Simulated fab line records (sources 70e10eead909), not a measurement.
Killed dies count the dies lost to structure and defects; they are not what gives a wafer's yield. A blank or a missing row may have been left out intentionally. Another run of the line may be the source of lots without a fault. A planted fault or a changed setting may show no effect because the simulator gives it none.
fab line records -- flow nandHarc
record: lots: 5, wafers: 15, lastDay: 33
route steps=1302 shown P_CONTACT@217 END@1302
lots untouched by any fault: they come from a run of this same line in which no faults occurred
startH: start of the lot's first displayed wafer, in hours after the record's first day -- waitH: time in hours since the lot's previous step -- " same as the row above -- L1.1+2: a single row standing in for several wafers -- - no value, or no start given -- * or withheld: withheld -- < > ~ a bound
route shown NAME@n: names a module that has steps shown in the file, with the first one's number in the route -- usual: mean/standard deviation taken from wafers without a fault -- same: alike in all rows -- chamber/n: place in a boat -- sites: readings site by site -- _std_site: the standard deviation of these -- _edge_site: outer sites' mean less inner sites' -- radiusMm: for every site, how far away it sits from the centre of the wafer -- mask NAME#n: copy n -- behind: the most recent tool/chamber to have shaped the wafer -- hold: what put the lot on hold/how long, in hours/how the hold closed -- device: names the non-switching transistor (n, p or np) -- end of line: tests run on the same wafers once the route is complete -- step lacking rows: just its recipe -- killed: count of dies lost to structure and defects at first sort (not the wafer's yield) -- map: per-die view of a wafer (x killed, . not killed, _ where there is no die)
set.NAME: the setting that was run; set.NAME@STEP: the one run at that earlier step -- model.NAME: the simulator's own value behind a step, which no gauge read
lots seen at some steps along the route; tables by step, rows by wafer
services: a tool's chamber out of use, with start hour (startH, from the record's first day; less than 0 if before it), hours out, and reason
== steps ==
step: NHARC_P_CONTACT_DEP_30
recipe: targetThkA: 300, tempC: 400, targetThkNm: 30, flowSccm: 200, rfW: 450, material: SiNx
step: NHARC_P_CONTACT_DEP_00
recipe: targetThkA: 5000, tempC: 400, pressureTorr: 6.5, rfW: 900, teosFlowSccm: 161.4, flowSccm: 2650, targetThkNm: 500, gas: O2, material: SiO2
usual: heaterPowerW: 526/100, throttleValvePct: 15.8/0.58
lot.wafer,tool,chamber,startH,waitH,heaterPowerW,throttleValvePct
L707.2,pecvd-04,0,-,-,495,16.2
L707.3,pecvd-04,1,-,-,576,16.2
L707.5,pecvd-04,2,-,-,371,15.3
L709.3,pecvd-04,0,-,-,402,16.3
L709.4,pecvd-04,1,-,-,608,16.5
L709.6,pecvd-04,0,-,-,453,16.0
L718.2,pecvd-03,2,244.67,0.3,737,16.1
L718.1,pecvd-03,1,244.67,0.3,482,15.1
L718.5,pecvd-03,1,244.67,0.3,558,15.3
L720.2,pecvd-02,1,-,-,572,15.3
L720.3,pecvd-02,2,-,-,493,15.6
L720.6,pecvd-02,2,-,-,526,15.6
L729.2,pecvd-04,0,-,-,398,15.9
L729.6,pecvd-04,1,-,-,498,16.4
L729.5,pecvd-04,0,-,-,418,15.9
step: NHARC_P_CONTACT_CMP_01
recipe: targetThkNm: 200, material: SiO2
usual: motorCurrentA: 11.8/1.2
lot.wafer,tool,chamber,startH,waitH,motorCurrentA
L707.2,cmp-01,0,126.86,-,11.7
L707.3,cmp-01,2,126.86,-,12.2
L707.5,cmp-01,0,126.86,-,11.1
L709.3,cmp-04,1,142.95,-,11.6
L709.4,cmp-04,2,142.95,-,9.9
L709.6,cmp-04,2,142.95,-,10.4
L718.1,cmp-04,0,245.31,0.5,12.8
L718.2,cmp-04,1,245.31,0.5,11.2
L718.5,cmp-04,0,245.31,0.5,13.0
L720.2,cmp-01,3,260.33,-,11.1
L720.3,cmp-01,2,260.33,-,12.2
L720.6,cmp-01,0,260.33,-,11.0
L729.2,cmp-03,1,351.96,-,12.5
L729.5,cmp-03,2,351.96,-,12.2
L729.6,cmp-03,3,351.96,-,11.9
step: NHARC_P_CONTACT_SRD_03
step: NHARC_P_CONTACT_DEHYDRATE_04
recipe: tempC: 150, timeS: 120
step: NHARC_P_CONTACT_HMDS_05
recipe: timeS: 30
step: NHARC_P_CONTACT_COAT_33
recipe: tempC: 260, timeS: 75
step: NHARC_P_CONTACT_COAT_34
recipe: tempC: 225, timeS: 65
step: NHARC_P_CONTACT_COAT_06
recipe: spinRpm: 1500, resistThkNm: 90
step: NHARC_P_CONTACT_SOFTBAKE_07
recipe: tempC: 105, timeS: 55
step: NHARC_P_CONTACT_EBR_08
step: NHARC_P_CONTACT_EXPOSE_09
recipe: na: 1.35, targetCdNm: 90, doseMj: 81.26, maskId: P_CA
lot.wafer,tool,chamber,startH,waitH,mask
L707.2+3+5,arfiScanner-01,0,127.55,-,P_CA#0
L709.3+4+6,arfiScanner-03,0,143.65,-,P_CA#0
L718.1+2+5,arfiScanner-02,0,245.97,-,P_CA#0
L720.2+3+6,arfiScanner-02,0,261.03,-,P_CA_R1#0
L729.2+5+6,arfiScanner-02,0,352.46,-,P_CA#0
step: NHARC_P_CONTACT_PEB_10
recipe: pebTempC: 100, pebTimeS: 65
step: NHARC_P_CONTACT_DEVELOP_11
recipe: developTimeS: 35, devTempC: 23
step: NHARC_P_CONTACT_CD_MEAS_12
recipe: targetCdNm: 90, landingEnergyEv: 500
usual: cdNm: 90.1/0.84
lot.wafer,tool,chamber,startH,waitH,cdNm
L707.2,cdSem-03,0,127.69,-,88.7
L707.3,cdSem-03,0,127.69,-,90.6
L707.5,cdSem-03,0,127.69,-,90.7
L709.3,cdSem-03,0,143.78,-,90.4
L709.4,cdSem-03,0,143.78,-,90.8
L709.6,cdSem-03,0,143.78,-,89.6
L718.1,cdSem-02,0,246.11,-,91.6
L718.2,cdSem-02,0,246.11,-,90.4
L718.5,cdSem-02,0,246.11,-,90.4
L720.2,cdSem-02,0,261.16,-,93.7
L720.3,cdSem-02,0,261.16,-,92.8
L720.6,cdSem-02,0,261.16,-,93.0
L729.2,cdSem-01,0,352.59,-,89.2
L729.5,cdSem-01,0,352.59,-,89.6
L729.6,cdSem-01,0,352.59,-,90.6
step: NHARC_P_CONTACT_OVL_MEAS_13
usual: overlayXNm: -0.1/0.69, overlayYNm: 0.2/0.89
lot.wafer,tool,chamber,startH,waitH,overlayXNm,overlayYNm
L707.2,overlay-02,-,127.77,-,0.3,-1.2
L707.3,overlay-02,-,127.77,-,0.5,-1.3
L707.5,overlay-02,-,127.77,-,0.5,-1.6
L709.3,overlay-01,-,143.87,-,-0.3,0.3
L709.4,overlay-01,-,143.87,-,-0.4,0.6
L709.6,overlay-01,-,143.87,-,-0.7,0.3
L718.1,overlay-02,-,246.20,-,0.4,0.7
L718.2,overlay-02,-,246.20,-,0.7,0.8
L718.5,overlay-02,-,246.20,-,0.9,0.6
L720.2,overlay-01,-,261.25,-,0.7,0.9
L720.3,overlay-01,-,261.25,-,0.9,0.6
L720.6,overlay-01,-,261.25,-,0.6,0.5
L729.2,overlay-01,-,352.68,-,-0.9,-0.2
L729.5,overlay-01,-,352.68,-,-1.0,-0.1
L729.6,overlay-01,-,352.68,-,-1.4,0.3
step: NHARC_P_CONTACT_INSPECT_14
usual: rawDefectCount: 3.9/2
lot.wafer,tool,chamber,startH,waitH,rawDefectCount
L707.2,defectInspect-01,-,127.81,0.0,3
L707.3,defectInspect-01,-,127.81,0.0,2
L707.5,defectInspect-01,-,127.81,0.0,1
L709.3,defectInspect-01,-,143.90,0.0,2
L709.4,defectInspect-01,-,143.90,0.0,4
L709.6,defectInspect-01,-,143.90,0.0,3
L718.1,defectInspect-01,-,246.24,0.0,2
L718.2,defectInspect-01,-,246.24,0.0,9
L718.5,defectInspect-01,-,246.24,0.0,3
L720.2,defectInspect-01,-,261.29,0.0,5
L720.3,defectInspect-01,-,261.29,0.0,7
L720.6,defectInspect-01,-,261.29,0.0,4
L729.2,defectInspect-01,-,352.72,0.0,3
L729.5,defectInspect-01,-,352.72,0.0,4
L729.6,defectInspect-01,-,352.72,0.0,2
step: NHARC_P_CONTACT_DESCUM_17
recipe: timeS: 3, o2FlowSccm: 200, arFlowSccm: 0, biasPowerW: 0, chemistry: O2
usual: drypumpMotorCurrentA: 5.8/0.34, oesProductAu: 0.998/0.0084, rfVppV: 57.7/0.89, showerheadPlenumPTorr: 1.89/0.071, throttleValvePct: 11.311/0.0097
lot.wafer,tool,chamber,startH,waitH,drypumpMotorCurrentA,oesProductAu,rfHoursCounterH,rfVppV,showerheadPlenumPTorr,throttleValvePct,model.P_CONTACT.cdNm
L707.3,rieDiel-01,0,127.87,0.1,5.9,1.001,2.4,57.1,1.81,11.315,90.62
L707.2,rieDiel-01,3,127.87,0.1,5.9,1.013,1.3,58.3,1.93,11.329,88.77
L707.5,rieDiel-01,0,127.87,0.1,5.9,1.002,-,58.5,1.81,11.302,90.72
L709.4,rieDiel-02,1,143.98,0.1,5.9,1.000,2.3,56.8,1.85,11.323,90.9
L709.3,rieDiel-02,2,143.98,0.1,5.8,1.002,2.2,57.1,1.98,11.304,90.97
L709.6,rieDiel-02,0,143.98,0.1,6.4,0.998,-,58.0,1.98,11.304,89.88
L718.1,rieDiel-01,1,246.32,0.1,6.1,1.001,1.1,56.8,1.84,11.306,91.19
L718.2,rieDiel-01,2,246.32,0.1,5.1,0.997,1.1,58.8,1.80,11.297,90.44
L718.5,rieDiel-01,3,246.32,0.1,5.9,0.997,-,58.3,1.93,11.308,89.87
L720.3,rieDiel-02,1,261.35,0.1,5.8,0.981,0.4,58.3,1.85,11.295,93.05
L720.2,rieDiel-02,0,261.35,0.1,6.4,1.013,0.4,60.4,1.98,11.305,93.94
L720.6,rieDiel-02,2,261.35,0.1,5.8,0.977,-,57.4,1.98,11.313,93.46
L729.2,rieDiel-10,3,352.80,0.1,5.7,1.009,5.0,57.0,1.79,11.329,89.35
L729.6,rieDiel-10,1,352.80,0.1,6.2,0.991,-,57.1,1.88,11.310,90.84
L729.5,rieDiel-10,2,352.80,0.1,5.9,1.008,-,57.0,1.81,11.301,88.69
step: NHARC_P_CONTACT_ETCH_35
recipe: targetDepthA: 390, overEtchFrac: 0.3, timeS: 65, ionEnergyEv: 80, cf4FlowSccm: 150, arFlowSccm: 0, rfW: 300, biasW: 100, chemistry: CF4
usual: drypumpMotorCurrentA: 5.8/0.36, oesProductAu: 0.997/0.0092, rfVppV: 150.9/1.1, showerheadPlenumPTorr: 1.75/0.063, throttleValvePct: 13.282/0.009
lot.wafer,tool,chamber,startH,waitH,drypumpMotorCurrentA,oesProductAu,rfHoursCounterH,rfVppV,showerheadPlenumPTorr,throttleValvePct
L707.3,rieDiel-01,1,127.96,0.1,6.1,1.009,2.6,151.2,1.71,13.266
L707.2,rieDiel-01,3,127.96,0.1,5.9,1.005,1.3,152.4,1.79,13.294
L707.5,rieDiel-01,1,127.96,0.1,6.1,1.009,-,149.4,1.71,13.287
L709.3,rieDiel-02,3,144.05,0.1,5.3,0.996,2.6,150.8,1.77,13.279
L709.4,rieDiel-02,0,144.05,0.1,6.4,0.994,2.5,152.3,1.83,13.283
L709.6,rieDiel-02,0,144.05,0.1,6.3,0.994,-,152.8,1.83,13.277
L718.1,rieDiel-01,1,246.38,0.1,6.1,1.008,1.1,150.8,1.71,13.289
L718.2,rieDiel-01,0,246.38,0.1,5.9,1.005,1.0,149.4,1.68,13.277
L718.5,rieDiel-01,2,246.38,0.1,5.1,0.996,-,150.2,1.67,13.273
L720.2,rieDiel-02,3,261.44,0.1,5.3,0.999,0.4,150.7,1.77,13.292
L720.3,rieDiel-02,1,261.44,0.1,5.8,0.982,0.4,150.4,1.71,13.288
L720.6,rieDiel-02,3,261.44,0.1,5.3,0.993,-,152.7,1.77,13.276
L729.2,rieDiel-10,2,352.87,0.1,6.0,1.014,4.8,150.6,1.68,13.287
L729.5,rieDiel-10,1,352.87,0.1,6.1,0.988,-,150.5,1.74,13.275
L729.6,rieDiel-10,2,352.87,0.1,5.9,1.015,-,148.7,1.68,13.279
step: NHARC_P_CONTACT_ETCH_36
recipe: targetDepthA: 2600, overEtchFrac: 0.25, timeS: 406.25, ionEnergyEv: 200, n2FlowSccm: 150, h2FlowSccm: 150, arFlowSccm: 0, rfW: 400, biasW: 150, chemistry: N2/H2
usual: drypumpMotorCurrentA: 5.8/0.34, oesProductAu: 0.997/0.009, rfVppV: 429.7/2.4, showerheadPlenumPTorr: 2.01/0.079, throttleValvePct: 14.172/0.0091
lot.wafer,tool,chamber,startH,waitH,drypumpMotorCurrentA,oesProductAu,rfHoursCounterH,rfVppV,showerheadPlenumPTorr,throttleValvePct
L707.3,rieDiel-01,1,-,-,6.1,1.012,2.7,429.6,1.96,14.169
L707.2,rieDiel-01,2,-,-,5.1,0.992,2.5,427.0,1.91,14.171
L707.5,rieDiel-01,2,-,-,5.1,0.988,-,426.9,1.91,14.193
L709.4,rieDiel-02,1,-,-,5.8,0.995,2.3,429.3,1.97,14.177
L709.3,rieDiel-02,3,-,-,5.3,0.995,2.7,429.9,2.05,14.182
L709.6,rieDiel-02,1,-,-,5.8,0.990,-,428.3,1.97,14.174
L718.1,rieDiel-01,1,-,-,6.1,0.997,1.2,428.2,1.96,14.156
L718.2,rieDiel-01,2,-,-,5.1,1.003,1.2,427.7,1.91,14.163
L718.5,rieDiel-01,0,-,-,5.9,1.010,-,426.5,1.93,14.177
L720.3,rieDiel-02,1,-,-,5.9,0.991,0.5,429.2,1.97,14.181
L720.2,rieDiel-02,0,-,-,6.4,1.012,0.5,433.5,2.11,14.168
L720.6,rieDiel-02,1,-,-,5.9,0.996,-,429.6,1.97,14.170
L729.2,rieDiel-10,0,-,-,5.9,1.004,6.0,433.9,2.13,14.160
L729.6,rieDiel-10,2,-,-,5.9,1.005,-,427.6,1.93,14.162
L729.5,rieDiel-10,3,-,-,5.6,1.012,-,427.1,1.90,14.172
step: NHARC_P_CONTACT_ETCH_18
recipe: targetDepthA: 4810, timeS: 240.5, c4f8FlowSccm: 20, o2FlowSccm: 10, arFlowSccm: withheld, rfW: 600, biasW: 1500, chemistry: C4F8/O2/Ar
usual: oesProductAu: 0.950/0.021, rfVppV: 976/5.1
lot.wafer,tool,chamber,startH,waitH,oesProductAu,rfHoursCounterH,rfVppV
L707.3,rieDiel-01,2,-,-,0.975,2.7,970
L707.2,rieDiel-01,1,-,-,0.978,2.9,973
L707.5,rieDiel-01,3,-,-,0.997,-,979
L709.3,rieDiel-02,3,-,-,0.959,2.8,978
L709.4,rieDiel-02,0,-,-,0.967,2.6,983
L709.6,rieDiel-02,2,-,-,0.964,-,981
L718.1,rieDiel-01,0,-,-,0.970,1.3,971
L718.2,rieDiel-01,2,-,-,0.981,1.3,971
L718.5,rieDiel-01,0,-,-,0.967,-,971
L720.2,rieDiel-02,1,-,-,0.921,0.7,976
L720.3,rieDiel-02,2,-,-,0.915,0.7,982
L720.6,rieDiel-02,1,-,-,0.922,-,974
L729.2,rieDiel-10,3,-,-,0.943,5.3,970
L729.6,rieDiel-10,3,-,-,0.946,-,969
L729.5,rieDiel-10,0,-,-,0.954,-,984
step: NHARC_P_CONTACT_STRIP_37
recipe: c4f8FlowSccm: withheld, o2FlowSccm: 8, arFlowSccm: withheld, biasW: 0, chemistry: C4F8/O2/Ar
step: NHARC_P_CONTACT_ETCH_31
recipe: targetDepthA: 300, timeS: 85.7, ionEnergyEv: 120, overEtchFrac: 1, ch3fFlowSccm: 50, o2FlowSccm: 30, arFlowSccm: 200, rfW: 500, biasW: 100, chemistry: CH3F/O2
usual: drypumpMotorCurrentA: 5.8/0.34, oesProductAu: 0.973/0.015, rfVppV: 244.0/1.5, showerheadPlenumPTorr: 2.43/0.088, throttleValvePct: 20.663/0.009
lot.wafer,tool,chamber,startH,waitH,drypumpMotorCurrentA,oesProductAu,rfHoursCounterH,rfVppV,showerheadPlenumPTorr,throttleValvePct,model.P_CONTACT.cdNm
L707.3,rieDiel-01,1,-,-,6.1,0.985,2.9,241.9,2.37,20.655,91.45
L707.2,rieDiel-01,2,-,-,5.1,0.992,2.8,240.9,2.31,20.651,88.26
L707.5,rieDiel-01,3,-,-,5.9,1.004,-,245.1,2.48,20.671,90.76
L709.3,rieDiel-02,1,-,-,5.8,0.983,2.6,242.3,2.38,20.659,91.28
L709.4,rieDiel-02,2,-,-,5.7,0.979,2.6,246.1,2.54,20.674,90.65
L709.6,rieDiel-02,2,-,-,5.8,0.972,-,245.6,2.54,20.652,91.21
L718.1,rieDiel-01,2,-,-,5.1,0.995,1.3,242.9,2.31,20.671,92.02
L718.2,rieDiel-01,3,-,-,5.9,0.980,1.1,244.0,2.48,20.676,89.36
L718.5,rieDiel-01,3,-,-,5.9,0.967,-,245.5,2.48,20.673,91.17
L720.3,rieDiel-02,1,-,-,5.9,0.961,0.8,243.5,2.38,20.673,93.29
L720.2,rieDiel-02,3,-,-,5.3,0.952,0.6,243.2,2.46,20.679,92.77
L720.6,rieDiel-02,0,-,-,6.4,0.993,-,244.8,2.54,20.648,94.11
L729.2,rieDiel-10,1,-,-,6.2,0.965,5.6,242.7,2.42,20.667,88.59
L729.5,rieDiel-10,0,-,-,5.9,0.985,-,246.3,2.56,20.659,88.63
L729.6,rieDiel-10,1,-,-,6.2,0.966,-,243.5,2.42,20.673,90.44
step: NHARC_P_CONTACT_CD_MEAS_19
usual: cdNm: 90.0/1.9
lot.wafer,tool,chamber,startH,waitH,cdNm
L707.2,cdSem-02,-,128.74,-,88.2
L707.3,cdSem-02,-,128.74,-,91.4
L707.5,cdSem-02,-,128.74,-,91.0
L709.3,cdSem-03,-,144.85,-,91.2
L709.4,cdSem-03,-,144.85,-,90.5
L709.6,cdSem-03,-,144.85,-,91.3
L718.1,cdSem-02,-,247.17,-,92.1
L718.2,cdSem-02,-,247.17,-,89.3
L718.5,cdSem-02,-,247.17,-,91.3
L720.2,cdSem-02,-,262.22,-,92.7
L720.3,cdSem-02,-,262.22,-,93.3
L720.6,cdSem-02,-,262.22,-,94.0
L729.2,cdSem-03,-,353.65,-,88.5
L729.5,cdSem-03,-,353.65,-,88.7
L729.6,cdSem-03,-,353.65,-,90.5
step: NHARC_END_SORT_01
recipe: tempC: 25
usual: killedAtArray: 58/17, killedAtOther: 1.0/1.4, killedAtPeriphery: 3.6/2.4, killedDies: 62/17, killedOpen: 3.4/2, killedShort: 2.2/1.6
same: grossDies: 677
lot.wafer,tool,chamber,startH,waitH,killedAtArray,killedAtOther,killedAtPeriphery,killedDies,killedOpen,killedShort
L718.1,prober-02,0,697.67,2.5,76,1,0,77,7,0
L718.2,prober-02,0,698.47,2.8,75,0,6,81,6,1
L718.5,prober-02,0,700.90,3.7,69,0,3,72,3,0
killed by level:class
L718.1 A_SLIT:chamberFilmFlake=31 A_CHANNEL_HOLE_D1:chamberFilmFlake=25 A_STAIRCASE:chamberFilmFlake=10 A_CHANNEL_FILL_D2:chamberFilmFlake=2 A_ONON_D2:geometricParticle:open=1 A_CHANNEL_HOLE_D2:geometricParticle:open=1 A_SLIT:geometricParticle:open=1 A_BLC:geometricParticle:open=1
L718.2 A_SLIT:chamberFilmFlake=30 A_CHANNEL_HOLE_D1:chamberFilmFlake=29 A_M0:geometricParticle:open=4 A_CHANNEL_HOLE_D2:chamberFilmFlake=4 P_GATE:chamberFilmFlake=3 A_STAIRCASE:chamberFilmFlake=3 P_ZERO_WELL:chamberFilmFlake=2 A_CONTACT:chamberFilmFlake=2
L718.5 A_SLIT:chamberFilmFlake=29 A_CHANNEL_HOLE_D1:chamberFilmFlake=25 A_STAIRCASE:chamberFilmFlake=6 A_BLC:chamberFilmFlake=2 A_M0:chamberFilmFlake=2 P_M0:geometricParticle:open=1 A_M0:geometricParticle:open=1 A_M1:geometricParticle:open=1
== services ==
tool,chamber,startH,hours,kind
rieDiel-10,1,106.55,3.6,repair
cmp-04,-,111.00,4.0,pm
rieDiel-10,0,111.40,6.0,repair
rieDiel-10,3,121.79,3.3,repair
cmp-04,-,125.04,0.5,repair
rieDiel-02,1,137.89,5.4,repair
arfiScanner-02,-,140.00,4.0,pm
cmp-01,-,142.79,3.2,repair
pecvd-04,2,145.47,6.3,repair
rieDiel-10,0,174.25,1.4,repair
rieDiel-10,2,184.67,1.4,repair
cmp-01,-,186.96,4.0,pm
rieDiel-01,-,203.80,9.0,pm
rieDiel-02,-,216.70,9.0,pm
rieDiel-01,3,227.63,3.0,repair
rieDiel-10,-,242.50,9.0,pm
pecvd-04,-,269.45,13.0,pm
rieDiel-01,1,288.24,5.6,repair
rieDiel-01,1,305.40,8.1,repair
arfiScanner-02,-,312.00,4.0,pm
rieDiel-02,2,317.76,6.8,repair
rieDiel-02,1,320.40,1.3,repair
rieDiel-10,1,329.78,10.5,repair
rieDiel-01,0,332.88,8.2,repair
== key ==
firstSign: step: NHARC_P_CONTACT_EXPOSE_09, reading: mask, direction: changed
effect: step: NHARC_P_CONTACT_CD_MEAS_12, reading: cdNm, direction: up, sigmas: 3.6, usual: 90.1, struck: 93.2
modelEffect: step: NHARC_P_CONTACT_DESCUM_17, value: P_CONTACT.cdNm, without: 89.98, struck: 93.48
modelEffect: step: NHARC_P_CONTACT_ETCH_31, value: P_CONTACT.cdNm, without: 89.89, struck: 93.39
metAt NHARC_P_CONTACT_EXPOSE_09
struckWafers L720.2,L720.3,L720.6
testerLeftOut L720
onsetBetween 245.97 261.03
fault: kind: wrongMask, tool: any, chamber: -, onsetH: 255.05, steps: NHARC_P_CONTACT_EXPOSE_09, auxCopy: P_CA_R1#0, cdOffsetNm: 3.5014, scope: struckLotsOnly
testerLeftOut: of these lots the tester's yield and bins aren't shown, on N5 and GAA mostly nor the transistor test; their killed dies are dies lost to structure and defects alone, not to doping, threshold or leakage, so they don't give the yield
